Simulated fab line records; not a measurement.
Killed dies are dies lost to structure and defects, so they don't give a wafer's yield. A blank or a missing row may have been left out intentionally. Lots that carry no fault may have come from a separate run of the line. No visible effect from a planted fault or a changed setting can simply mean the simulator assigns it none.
Which of the tools did it? / flow nandHarc / 12 lots, 36 wafers sampled, at 7 steps of a route of 1302

## WHAT THE GAUGES READ, wafer by wafer
NHARC_P_M0_INSPECT_27.
lot=L446; measured=day 6 02:06; on=defectInspect-01; rawDefectCount=440 775 237
lot=L447; measured=day 6 14:50; on=defectInspect-02; rawDefectCount=343 338 250
lot=L453; measured=day 9 08:58; on=defectInspect-02; rawDefectCount=214 219 205
lot=L456; measured=day 10 19:42; on=defectInspect-02; rawDefectCount=603 425 510
lot=L457; measured=day 10 20:50; on=defectInspect-02; rawDefectCount=343 202 177
lot=L458; measured=day 11 10:46; on=defectInspect-01; rawDefectCount=422 536 430
lot=L461; measured=day 12 10:48; on=defectInspect-02; rawDefectCount=162 273 200
lot=L463; measured=day 13 02:07; on=defectInspect-02; rawDefectCount=597 269 317
lot=L464; measured=day 13 15:16; on=defectInspect-02; rawDefectCount=171 160 130
lot=L465; measured=day 14 09:18; on=defectInspect-02; rawDefectCount=395 175 216
lot=L467; measured=day 15 00:13; on=defectInspect-01; rawDefectCount=374 405 222
lot=L469; measured=day 15 17:03; on=defectInspect-01; rawDefectCount=132 243 116

NHARC_P_M1_CD_MEAS_09: the cd target is 130 nm.
lot=L446; measured=day 6 03:29; on=cdSem-02; cdNm (nm)=129.5 129.2 129.5
lot=L447; measured=day 6 16:14; on=cdSem-02; cdNm (nm)=130.4 130.4 130.0
lot=L453; measured=day 9 10:15; on=cdSem-02; cdNm (nm)=130.0 130.3 130.1
lot=L456; measured=day 10 21:09; on=cdSem-03; cdNm (nm)=63.9 129.2 129.6
lot=L457; measured=day 10 22:07; on=cdSem-03; cdNm (nm)=65.2 129.6 64.8
lot=L458; measured=day 11 12:10; on=cdSem-03; cdNm (nm)=130.0 129.9 130.6
lot=L461; measured=day 12 12:12; on=cdSem-01; cdNm (nm)=129.4 129.2 129.9
lot=L463; measured=day 13 03:30; on=cdSem-03; cdNm (nm)=130.8 130.3 131.2
lot=L464; measured=day 13 16:40; on=cdSem-01; cdNm (nm)=129.2 129.4 129.8
lot=L465; measured=day 14 10:41; on=cdSem-01; cdNm (nm)=129.5 129.3 130.1
lot=L467; measured=day 15 01:37; on=cdSem-01; cdNm (nm)=129.6 129.7 130.0
lot=L469; measured=day 15 18:25; on=cdSem-03; cdNm (nm)=129.8 131.2 130.7

NHARC_P_M1_INSPECT_11.
lot=L446; measured=day 6 03:36; on=defectInspect-01; rawDefectCount=5 6 5
lot=L447; measured=day 6 16:21; on=defectInspect-01; rawDefectCount=7 3 4
lot=L453; measured=day 9 10:22; on=defectInspect-01; rawDefectCount=4 4 7
lot=L456; measured=day 10 21:16; on=defectInspect-01; rawDefectCount=2 2 4
lot=L457; measured=day 10 22:14; on=defectInspect-02; rawDefectCount=3 1 3
lot=L458; measured=day 11 12:17; on=defectInspect-02; rawDefectCount=0 4 4
lot=L461; measured=day 12 12:19; on=defectInspect-01; rawDefectCount=2 2 2
lot=L463; measured=day 13 03:38; on=defectInspect-01; rawDefectCount=3 3 3
lot=L464; measured=day 13 16:47; on=defectInspect-01; rawDefectCount=8 5 6
lot=L465; measured=day 14 10:49; on=defectInspect-01; rawDefectCount=8 2 6
lot=L467; measured=day 15 01:44; on=defectInspect-02; rawDefectCount=2 13 10
lot=L469; measured=day 15 18:32; on=defectInspect-01; rawDefectCount=2 2 3

NHARC_P_M1_CD_MEAS_16.
lot=L446; measured=day 6 03:58; on=cdSem-03; cdNm (nm)=130.1 130.4 130.1
lot=L447; measured=day 6 16:43; on=cdSem-02; cdNm (nm)=130.1 130.2 130.3
lot=L453; measured=day 9 10:44; on=cdSem-02; cdNm (nm)=130.5 130.3 129.4
lot=L456; measured=day 10 21:38; on=cdSem-03; cdNm (nm)=63.3 128.5 129.0
lot=L457; measured=day 10 22:36; on=cdSem-01; cdNm (nm)=64.0 129.6 64.7
lot=L458; measured=day 11 12:39; on=cdSem-02; cdNm (nm)=129.5 129.8 130.3
lot=L461; measured=day 12 12:41; on=cdSem-03; cdNm (nm)=129.4 129.4 129.6
lot=L463; measured=day 13 03:59; on=cdSem-01; cdNm (nm)=130.7 130.2 130.7
lot=L464; measured=day 13 17:09; on=cdSem-03; cdNm (nm)=129.4 129.4 130.0
lot=L465; measured=day 14 11:11; on=cdSem-02; cdNm (nm)=129.6 129.5 129.8
lot=L467; measured=day 15 02:07; on=cdSem-02; cdNm (nm)=129.3 129.9 128.9
lot=L469; measured=day 15 18:55; on=cdSem-01; cdNm (nm)=130.7 130.7 129.9

NHARC_END_SORT_01.
lot=L456; measured=day 28 20:32; on=prober-01; defectLimitedYield (%)=0 97.2 96.8; killedAtArray=8 17 18; killedAtOther=1 1 2; killedAtPeriphery=668 1 2; killedDies=677 19 22; killedOpen=4 1 3; killedShort=0 2 1
lot=L457; measured=day 28 20:35; on=prober-02; defectLimitedYield (%)=0 91.1 0; killedAtArray=49 56 60; killedAtOther=0 1 0; killedAtPeriphery=628 3 617; killedDies=677 60 677; killedOpen=1 4 1; killedShort=1 4 3
lot=L461; measured=day 30 13:58; on=prober-02; defectLimitedYield (%)=91.9 91.1 91.7; killedAtArray=55 60 54; killedAtOther=0 0 0; killedAtPeriphery=0 0 2; killedDies=55 60 56; killedOpen=2 2 2; killedShort=1 3 2
lot=L465; measured=day 32 20:22; on=prober-01; defectLimitedYield (%)=90.0 88.6 87.1; killedAtArray=61 76 82; killedAtOther=0 0 0; killedAtPeriphery=7 1 5; killedDies=68 77 87; killedOpen=2 2 4; killedShort=2 0 2

## EACH LOT AND THE TOOL THAT RAN IT (in order: tool; ch and the chambers of the sampled wafers; start)
lot=L446; NHARC_P_M0_PVD_21=pvdSputter-03, day 6 02:06 or earlier; NHARC_P_M1_PEB_07=lithoTrack-06 ch 0, day 6 03:24
lot=L447; NHARC_P_M0_PVD_21=pvdSputter-01, day 6 14:50 or earlier; NHARC_P_M1_PEB_07=lithoTrack-06 ch 0, day 6 16:09
lot=L453; NHARC_P_M0_PVD_21=pvdSputter-02, day 9 08:58 or earlier; NHARC_P_M1_PEB_07=lithoTrack-04 ch 0, day 9 10:10
lot=L456; NHARC_P_M0_PVD_21=pvdSputter-02, day 10 19:42 or earlier; NHARC_P_M1_PEB_07=lithoTrack-06 ch 0, day 10 21:04
lot=L457; NHARC_P_M0_PVD_21=pvdSputter-03, day 10 20:50 or earlier; NHARC_P_M1_PEB_07=lithoTrack-06 ch 0, day 10 22:02
lot=L458; NHARC_P_M0_PVD_21=pvdSputter-03, day 11 10:46 or earlier; NHARC_P_M1_PEB_07=lithoTrack-01 ch 0, day 11 12:05
lot=L461; NHARC_P_M0_PVD_21=pvdSputter-03, day 12 10:48 or earlier; NHARC_P_M1_PEB_07=lithoTrack-04 ch 0, day 12 12:07
lot=L463; NHARC_P_M0_PVD_21=pvdSputter-03, day 13 02:07 or earlier; NHARC_P_M1_PEB_07=lithoTrack-04 ch 0, day 13 03:25
lot=L464; NHARC_P_M0_PVD_21=pvdSputter-03, day 13 15:16 or earlier; NHARC_P_M1_PEB_07=lithoTrack-01 ch 0, day 13 16:35
lot=L465; NHARC_P_M0_PVD_21=pvdSputter-03, day 14 09:18 or earlier; NHARC_P_M1_PEB_07=lithoTrack-06 ch 0, day 14 10:37
lot=L467; NHARC_P_M0_PVD_21=pvdSputter-02, day 15 00:13 or earlier; NHARC_P_M1_PEB_07=lithoTrack-06 ch 0, day 15 01:32
lot=L469; NHARC_P_M0_PVD_21=pvdSputter-02, day 15 17:03 or earlier; NHARC_P_M1_PEB_07=lithoTrack-01 ch 0, day 15 18:20
- NHARC_P_M0_PVD_21: deposits Cu, target thk 30 nm, time 20.49 s.
- NHARC_P_M1_PEB_07: peb time 65 s.

## WHAT THE TOOLS THEMSELVES READ (means of the sampled wafers that have a number; where no wafer has one, the mark that the record gives instead)
NHARC_P_M0_PVD_21.
lot=L446; tool=pvdSputter-03; throttleValvePct (%)=30.7
lot=L447; tool=pvdSputter-01; throttleValvePct (%)=30.8
lot=L453; tool=pvdSputter-02; throttleValvePct (%)=29.6
lot=L456; tool=pvdSputter-02; throttleValvePct (%)=28.6
lot=L457; tool=pvdSputter-03; throttleValvePct (%)=29.9
lot=L458; tool=pvdSputter-03; throttleValvePct (%)=30.1
lot=L461; tool=pvdSputter-03; throttleValvePct (%)=30.6
lot=L463; tool=pvdSputter-03; throttleValvePct (%)=29.8
lot=L464; tool=pvdSputter-03; throttleValvePct (%)=30.3
lot=L465; tool=pvdSputter-03; throttleValvePct (%)=30.0
lot=L467; tool=pvdSputter-02; throttleValvePct (%)=30.5
lot=L469; tool=pvdSputter-02; throttleValvePct (%)=30.1

NHARC_P_M1_PEB_07.
lot=L446; tool=lithoTrack-06; heaterPowerTotalW (W)=156.8
lot=L447; tool=lithoTrack-06; heaterPowerTotalW (W)=156.6
lot=L453; tool=lithoTrack-04; heaterPowerTotalW (W)=156.7
lot=L456; tool=lithoTrack-06; heaterPowerTotalW (W)=219.8
lot=L457; tool=lithoTrack-06; heaterPowerTotalW (W)=282.6
lot=L458; tool=lithoTrack-01; heaterPowerTotalW (W)=156.9
lot=L461; tool=lithoTrack-04; heaterPowerTotalW (W)=156.9
lot=L463; tool=lithoTrack-04; heaterPowerTotalW (W)=156.8
lot=L464; tool=lithoTrack-01; heaterPowerTotalW (W)=157.0
lot=L465; tool=lithoTrack-06; heaterPowerTotalW (W)=156.5
lot=L467; tool=lithoTrack-06; heaterPowerTotalW (W)=156.7
lot=L469; tool=lithoTrack-01; heaterPowerTotalW (W)=156.5

## THE ANSWER, worked out from the rows above alone
Rule: the lots themselves supply what counts as usual. The widest of any qualifying gaps counts: lots, ordered by their means at a reading, are off when they make up no more than a third of the lots, leave a main group of 4 or more, and stand apart from it by 3 or more times the standard deviation of that group's means. If all means in a main group match to the digits the tables above print for the reading, that group is not used. A lot without any number at a reading at which 4 lots or more have one is off too. The other lots that the step has rows for count as sound. Order of review: gauges by route order, followed by the tools' own readings, for which a lot's mean as printed above is used. At the first step where some lot is off, the reading lying furthest off is the one used; lots without a number count as furthest.
Off: L456, L457, at NHARC_P_M1_CD_MEAS_09 (cdNm). The main group: mean 130.0 nm, standard deviation 0.46.
If a tool, at a process step before that reading, ran all the lots that are off and no sound lot after the first of them, it fits. Not tried: the gauges at NHARC_P_M1_CD_MEAS_09; whatever is off there is also off at NHARC_P_M1_PEB_07, on other tools, and gauge error can't account for it. NHARC_P_M0_PVD_21 gives no start for some lots, so the hours and the order of its lots are those of NHARC_P_M0_INSPECT_27. Not one of the candidates tried fits.

## WHAT HAD BEEN PUT IN BY THE SIMULATOR
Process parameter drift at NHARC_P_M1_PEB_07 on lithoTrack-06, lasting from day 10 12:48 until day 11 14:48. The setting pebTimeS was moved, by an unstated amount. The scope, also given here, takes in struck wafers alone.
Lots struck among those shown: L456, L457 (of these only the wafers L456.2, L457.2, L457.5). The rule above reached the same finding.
